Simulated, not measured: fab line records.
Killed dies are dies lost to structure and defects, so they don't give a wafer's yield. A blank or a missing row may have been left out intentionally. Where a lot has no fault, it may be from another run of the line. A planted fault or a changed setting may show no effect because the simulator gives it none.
Chamber matching    flow n5_finfet    N5_SDB_CMP_30 on cmp-02 has 4 sister chambers
The step polishes, stops on poly-Si, t overpolish 1.54 s, target thk 30 nm. 4 wafers are shown with their chamber, then 11 later ones without.

## EACH WAFER AND ITS CHAMBER
wafer   chamber  motor_current_A (A)
L083.5  2        12.8
L084.2  0        11.0
L084.5  3        11.0
L088.1  1        11.2

## WAFERS WITHOUT THEIR CHAMBER
wafer   motor_current_A (A)
L088.4  11.1
L088.5  13.0
L091.2  10.6
L091.4  10.9
L091.5  11.4
L092.2  12.9
L092.4  11.3
L092.5  10.5
L097.3  14.0
L097.4  10.9
L097.5  13.3

## CHAMBER TAKEN BY EACH
wafer   from the rows above           in truth
L088.4  can't be placed: 0 or 1 or 3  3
L088.5  2                             2
L091.2  can't be placed: 0 or 3 or 1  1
L091.4  can't be placed: 0 or 3 or 1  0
L091.5  can't be placed: 1 or 0 or 3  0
L092.2  2                             2
L092.4  can't be placed: 1 or 0 or 3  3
L092.5  can't be placed: 0 or 3 or 1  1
L097.3  2                             2
L097.4  can't be placed: 0 or 3 or 1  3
L097.5  2                             2
Correct placement for 4 of the 11. These rows do not allow placing 7 (true chamber among the candidates in 7). Placed wrongly: 0.
How it was worked out, from the rows above alone: a wafer's distance from a chamber is the root of the sum, over the readings, of the square of ((its reading less the chamber's mean) divided by the reading's scatter). The wafer belongs to the nearest chamber; if the next one is less than 2 further off, it can't be placed. For every chamber, the mean is computed from those of its wafers that are shown. The scatter: root of mean squared gap, hidden wafer to nearest shown wafer, with one shown wafer a chamber.
